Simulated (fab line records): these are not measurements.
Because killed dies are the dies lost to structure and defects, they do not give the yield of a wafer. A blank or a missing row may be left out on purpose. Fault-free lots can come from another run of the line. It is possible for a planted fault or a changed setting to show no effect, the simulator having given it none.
fab line records	flow n5Finfet
record: lots: 11	wafers: 33	lastDay: 20
route steps=1938 shown SD_EPI_N@272 SD_EPI_P@295
lots that met no fault: taken from a fault-free run of the same line
startH: hours from the record's first day to the start of the lot's first wafer shown	waitH: hours from the lot's prior step to this one	" unchanged from the row above	L1.1+2: one row covering several wafers at once	- no value present, or no start provided	* or withheld: withheld	< > ~ a bound
route shown NAME@n: names a module that has steps shown in the file, with the first one's number in the route	usual: mean/standard deviation taken from wafers without a fault	same: alike in all rows	chamber/n: place in a boat	sites: readings site by site	_std_site: the standard deviation of these	_edge_site: inner sites' mean taken away from outer sites' mean	radiusMm: how far each site lies from the wafer's centre	mask NAME#n: copy n	behind: the last tool/chamber to shape the wafer	hold: what put the lot on hold/how long, in hours/how the hold closed	device: names the non-switching transistor (n, p or np)	end of line: tests of these same wafers at the route's end	a step without rows: its recipe alone	killed: dies that structure and defects cost at the first sort, which is not the same as the wafer's yield	map: a wafer's dies, marking killed ones x, the rest . and places with no die _
set.NAME: the setting the step ran with; set.NAME@STEP: the setting that earlier step ran with	model.NAME: the simulator's own value behind a step, which no gauge read
one table for each step of the route and one row for each wafer, over a sample of lots
services: the hour from which a tool's chamber was out of use, counted from the record's first day as startH (under 0 if before that day), plus the number of hours and why
== steps ==
step: N5_SD_EPI_N_INSPECT_11
recipe: mode: adi	inspectInstrument: macro
usual: rawDefectCount: 2.1/1.4
lot.wafer	tool	chamber	startH	waitH	rawDefectCount
L233.3	defectInspect-02	-	49.52	0.0	1
L233.4	"	-	"	"	2
L233.5	"	-	"	"	0
L236.1	defectInspect-02	-	70.45	0.0	3
L236.2	"	-	"	"	1
L236.5	"	-	"	"	3
L237.1	defectInspect-02	-	74.25	0.0	2
L237.3	"	-	"	"	3
L237.4	"	-	"	"	4
L239.1	defectInspect-01	-	83.46	0.0	6
L239.2	"	-	"	"	4
L239.5	"	-	"	"	3
L240.1	defectInspect-01	-	91.00	0.0	4
L240.3	"	-	"	"	2
L240.4	"	-	"	"	2
L249.2	defectInspect-02	-	149.96	0.0	2
L249.4	"	-	"	"	1
L249.5	"	-	"	"	0
L250.1	defectInspect-01	-	163.32	0.0	3
L250.3	"	-	"	"	0
L250.4	"	-	"	"	4
L251.2	defectInspect-02	-	164.48	0.0	2
L251.3	"	-	"	"	1
L251.4	"	-	"	"	2
L252.3	defectInspect-02	-	177.45	0.0	1
L252.5	"	-	"	"	3
L252.6	"	-	"	"	1
L253.1	defectInspect-02	-	189.08	0.0	3
L253.2	"	-	"	"	2
L253.6	"	-	"	"	5
L255.1	defectInspect-02	-	191.66	0.0	0
L255.3	"	-	"	"	2
L255.6	"	-	"	"	2
step: N5_SD_EPI_N_ETCH_16
recipe: chemistry: CHF3/O2	target: SiO2	targetDepthA: 50	maskMaterial: SOC	pressureMtorr: 30	sourceW: 650	biasW: 170	Ar_flow_sccm: 200	CHF3_flow_sccm: 50	O2_flow_sccm: 5	ionEnergyEv: 200
usual: drypumpMotorCurrentA: 5.7/0.44	mfcArSccm: 200.0/0.63	oesProductAu: 0.76/0.064	rfVppV: 527/4.3	showerheadPlenumPTorr: 2.44/0.044	throttleValvePct: 18.88/0.16
lot.wafer	tool	chamber	startH	waitH	drypumpMotorCurrentA	mfcArSccm	oesProductAu	rfHoursCounterH	rfVppV	showerheadPlenumPTorr	throttleValvePct
L233.3	rieDiel-05	2	50.17	0.1	5.7	200.2	0.76	157	524	2.41	18.69
L233.4	"	2	"	"	5.7	200.3	0.76	-	522	2.41	18.69
L233.5	"	3	"	"	5.5	200.5	0.79	-	524	2.52	18.77
L236.1	rieDiel-02	3	71.10	0.1	5.8	199.5	0.72	195	532	2.48	19.00
L236.2	"	1	"	"	5.7	199.9	0.77	140	533	2.43	19.00
L236.5	"	1	"	"	5.7	200.3	0.77	-	532	2.43	18.98
L237.1	rieDiel-05	3	74.90	0.1	5.5	201.1	0.76	137	525	2.51	18.78
L237.3	"	1	"	"	6.3	199.6	0.94	7	529	2.37	18.53
L237.4	"	0	"	"	6.1	199.6	0.79	97	522	2.43	18.88
L239.1	rieDiel-02	0	84.11	0.1	6.2	200.3	0.90	31	527	2.45	18.73
L239.2	"	2	"	"	4.9	200.2	0.77	132	531	2.42	19.08
L239.5	"	1	"	"	5.7	200.3	0.76	-	531	2.42	18.99
L240.1	rieDiel-04	2	91.65	0.1	6.2	200.4	0.76	158	527	2.40	18.82
L240.3	"	3	"	"	5.3	199.4	0.70	190	516	2.50	19.05
L240.4	"	1	"	"	5.3	199.7	0.72	186	530	2.50	18.86
L249.2	rieDiel-05	2	150.81	0.1	5.7	200.4	0.73	187	524	2.40	18.73
L249.4	"	3	"	"	5.4	200.0	0.74	157	525	2.51	18.82
L249.5	"	2	"	"	5.7	199.1	0.73	-	524	2.40	18.73
L250.1	rieDiel-02	2	164.53	0.1	4.9	200.3	0.75	154	530	2.41	19.13
L250.3	"	3	"	"	5.8	199.5	0.70	220	532	2.48	19.03
L250.4	"	0	"	"	6.2	198.6	0.86	52	528	2.44	18.75
L251.2	rieDiel-05	2	165.43	0.1	5.7	199.4	0.72	193	523	2.40	18.75
L251.3	"	0	"	"	6.1	199.8	0.76	124	523	2.42	18.91
L251.4	"	1	"	"	6.3	199.6	0.87	35	529	2.36	18.58
L252.3	rieDiel-05	1	178.16	0.1	6.3	200.1	0.86	40	530	2.36	18.57
L252.5	"	1	"	"	6.3	199.0	0.86	-	528	2.36	18.60
L252.6	"	2	"	"	5.7	200.1	0.73	-	524	2.40	18.74
L253.1	rieDiel-02	0	190.06	0.1	6.2	200.3	0.85	63	529	2.44	18.77
L253.2	"	3	"	"	5.8	199.9	0.71	229	532	2.47	19.06
L253.6	"	3	"	"	5.9	198.1	0.70	-	530	2.47	19.05
L255.1	rieDiel-04	0	192.31	0.1	6.0	201.3	0.69	229	524	2.38	18.82
L255.3	"	2	"	"	6.2	199.7	0.75	187	525	2.39	18.87
L255.6	"	3	"	"	5.3	201.6	0.67	-	515	2.49	19.10
step: N5_SD_EPI_P_COAT_34
recipe: resist: SOC	tempC: 250	timeS: 60	spinRpm: 1500	resistThkNm: 350
usual: heaterPowerTotalW: 500.5/1.8	resistLineTempC: 22.99/0.11	spinSpeedRpm: 1500.0/0.95
lot.wafer	tool	chamber	startH	waitH	heaterPowerTotalW	resistLineTempC	spinSpeedRpm
L233.3	lithoTrack-05	0	54.28	0.0	501.8	22.89	1499.6
L233.4	"	0	"	"	499.4	22.94	1498.9
L233.5	"	0	"	"	502.3	22.96	1499.6
L236.1	lithoTrack-05	0	74.51	0.0	497.9	22.96	1500.4
L236.2	"	0	"	"	497.7	23.02	1500.5
L236.5	"	0	"	"	503.4	23.05	1499.5
L237.1	lithoTrack-05	0	78.53	0.0	501.4	22.99	1499.9
L237.3	"	0	"	"	502.1	22.91	1500.6
L237.4	"	0	"	"	499.9	23.06	1500.4
L239.1	lithoTrack-05	0	87.52	0.0	499.0	22.98	1412.0
L239.2	"	0	"	"	502.4	23.01	1412.3
L239.5	"	0	"	"	500.0	22.85	1411.5
L240.1	lithoTrack-05	0	95.34	0.0	499.1	22.95	1412.4
L240.3	"	0	"	"	498.3	23.13	1413.0
L240.4	"	0	"	"	502.2	22.96	1411.8
L249.2	lithoTrack-03	0	156.02	0.0	503.0	23.05	1499.5
L249.4	"	0	"	"	498.8	22.87	1500.2
L249.5	"	0	"	"	500.7	23.08	1499.1
L250.1	lithoTrack-02	0	168.63	0.0	502.6	23.24	1498.9
L250.3	"	0	"	"	499.9	23.24	1499.3
L250.4	"	0	"	"	501.4	23.04	1499.6
L251.2	lithoTrack-02	0	169.53	0.0	500.6	23.11	1498.3
L251.3	"	0	"	"	502.3	22.92	1499.2
L251.4	"	0	"	"	503.3	23.01	1499.0
L252.3	lithoTrack-02	0	182.43	0.0	501.3	22.90	1500.3
L252.5	"	0	"	"	499.4	22.96	1501.4
L252.6	"	0	"	"	501.9	22.92	1500.9
L253.1	lithoTrack-05	0	194.17	0.0	497.5	23.04	1500.3
L253.2	"	0	"	"	499.1	23.09	1501.6
L253.6	"	0	"	"	498.2	23.09	1501.6
L255.1	lithoTrack-05	0	196.66	0.0	498.3	23.02	1500.6
L255.3	"	0	"	"	499.9	23.22	1499.9
L255.6	"	0	"	"	498.9	22.98	1499.7
step: N5_SD_EPI_P_ETCHBACK_46
recipe: chemistry: CH3F/O2	mode: anisotropicEtchback	target: SiNx	targetDepthA: 175	stopOn: SiO2	overEtchFrac: 0.3	ionEnergyEv: 120	pressureMtorr: 30	sourceW: 395	biasW: 73	Ar_flow_sccm: 150	CH3F_flow_sccm: 30	O2_flow_sccm: 20
usual: drypumpMotorCurrentA: 5.9/0.55	mfcArSccm: 149.9/0.45	oesProductAu: 0.68/0.071	rfVppV: 298.0/2.8	showerheadPlenumPTorr: 2.00/0.064	throttleValvePct: 16.47/0.21
lot.wafer	tool	chamber	startH	waitH	drypumpMotorCurrentA	mfcArSccm	oesProductAu	rfHoursCounterH	rfVppV	showerheadPlenumPTorr	throttleValvePct
L233.3	rieDiel-03	3	55.15	0.0	5.4	150.1	0.85	1	299.8	2.04	16.25
L233.4	"	1	"	"	6.1	150.1	0.65	130	293.6	1.92	15.95
L233.5	"	1	"	"	6.1	149.8	0.65	-	294.5	1.92	15.95
L236.1	rieDiel-03	2	75.25	0.0	5.0	150.3	0.68	116	303.0	2.10	16.37
L236.2	"	0	"	"	5.5	149.5	0.64	164	297.0	2.00	16.56
L236.5	"	3	"	"	5.4	150.1	0.82	-	301.3	2.04	16.23
L237.1	rieDiel-03	3	79.40	0.0	5.4	149.7	0.80	9	298.8	2.04	16.24
L237.3	"	0	"	"	5.6	150.0	0.64	165	297.4	2.00	16.58
L237.4	"	0	"	"	5.6	149.6	0.64	-	298.1	2.00	16.58
L239.1	rieDiel-01	0	88.39	0.0	6.6	149.9	0.71	59	298.8	1.95	16.59
L239.2	"	3	"	"	6.0	149.1	0.58	232	295.3	1.97	16.77
L239.5	"	3	"	"	6.0	149.9	0.57	-	294.8	1.97	16.76
L240.1	rieDiel-01	2	96.21	0.0	6.4	149.4	0.60	246	296.5	1.88	16.88
L240.3	"	3	"	"	6.0	150.0	0.58	234	294.4	1.97	16.74
L240.4	"	1	"	"	6.3	149.9	0.68	110	299.6	2.01	16.24
L249.2	rieDiel-03	1	157.00	0.0	6.1	150.4	0.64	146	292.6	1.92	15.97
L249.4	"	3	"	"	5.4	150.0	0.77	-	299.5	2.04	16.29
L249.5	"	1	"	"	6.1	149.9	0.64	-	293.5	1.92	15.98
L250.1	rieDiel-03	0	169.50	0.0	5.6	149.2	0.62	184	297.2	1.99	16.60
L250.3	"	2	"	"	5.0	149.7	0.67	137	301.0	2.10	16.45
L250.4	"	1	"	"	6.1	150.2	0.63	150	293.1	1.91	15.99
L251.2	rieDiel-01	2	170.40	0.0	6.4	149.4	0.78	12	303.4	2.13	16.42
L251.3	"	0	"	"	6.6	149.0	0.69	84	298.5	1.94	16.64
L251.4	"	1	"	"	6.2	149.1	0.66	-	300.1	2.00	16.29
L252.3	rieDiel-01	2	183.30	0.0	6.4	150.0	0.78	16	302.3	2.12	16.44
L252.5	"	2	"	"	6.4	149.9	0.77	-	300.6	2.12	16.44
L252.6	"	1	"	"	6.2	149.2	0.65	-	297.4	2.00	16.30
L253.1	rieDiel-03	2	195.16	0.0	5.0	150.1	0.65	148	302.1	2.09	16.45
L253.2	"	0	"	"	5.6	151.1	0.62	195	296.3	1.99	16.63
L253.6	"	0	"	"	5.6	150.5	0.62	-	295.7	1.99	16.62
L255.1	rieDiel-06	2	198.22	0.0	6.4	149.9	0.67	147	294.6	1.93	16.46
L255.3	"	3	"	"	5.2	150.0	0.70	52	298.3	2.03	16.52
L255.6	"	3	"	"	5.2	150.3	0.71	-	298.7	2.03	16.52
== services ==
tool	chamber	startH	hours	kind
rieDiel-01	1	28.63	15.2	repair
rieDiel-05	1	30.81	-	clean
rieDiel-05	1	30.81	-	consumableReplace:focusRing
rieDiel-05	1	30.81	23.1	scheduledDown
rieDiel-05	1	30.81	23.1	ventCycle
rieDiel-03	3	37.19	-	clean
rieDiel-03	3	37.19	-	consumableReplace:focusRing
rieDiel-03	3	37.19	11.0	scheduledDown
rieDiel-03	3	37.19	11.0	ventCycle
rieDiel-03	-	56.58	0.7	repair
rieDiel-06	2	62.12	2.9	repair
rieDiel-03	1	63.66	28.1	repair
rieDiel-02	-	71.96	1.9	repair
rieDiel-01	0	75.90	1.5	repair
rieDiel-02	-	91.19	4.7	repair
rieDiel-01	2	108.89	-	clean
rieDiel-01	2	108.89	-	consumableReplace:focusRing
rieDiel-01	2	108.89	-	consumableReplace:showerhead
rieDiel-01	2	108.89	24.0	scheduledDown
rieDiel-04	1	137.43	26.9	repair
rieDiel-04	-	140.31	15.6	pm
rieDiel-03	1	174.81	17.2	repair
rieDiel-02	-	187.57	0.5	repair
rieDiel-06	0	198.08	6.2	repair
== key ==
firstSign: step: N5_SD_EPI_P_COAT_34	reading: spinSpeedRpm	direction: down	sigmas: 93	usual: *	struck: *
effect none on later readings
metAt N5_SD_EPI_P_COAT_34
struckLots L239,L240
testerLeftOut L239,L240
notActingAt N5_SD_EPI_N_INSPECT_11,N5_SD_EPI_N_ETCH_16,N5_SD_EPI_P_ETCHBACK_46
onsetBetween 78.53 87.52
fault: kind: processParameterDrift	tool: lithoTrack-05	chamber: -	onsetH: 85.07	steps: N5_SD_EPI_P_COAT_34	channel: spinRpm	offset: *	shape: step	endH: 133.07	actsIn: *	stated: *
testerLeftOut: of these lots the tester's yield and bins aren't shown, on N5 and GAA mostly nor the transistor test; their killed dies are dies lost to structure and defects alone, not to doping, threshold or leakage, so they don't give the yield
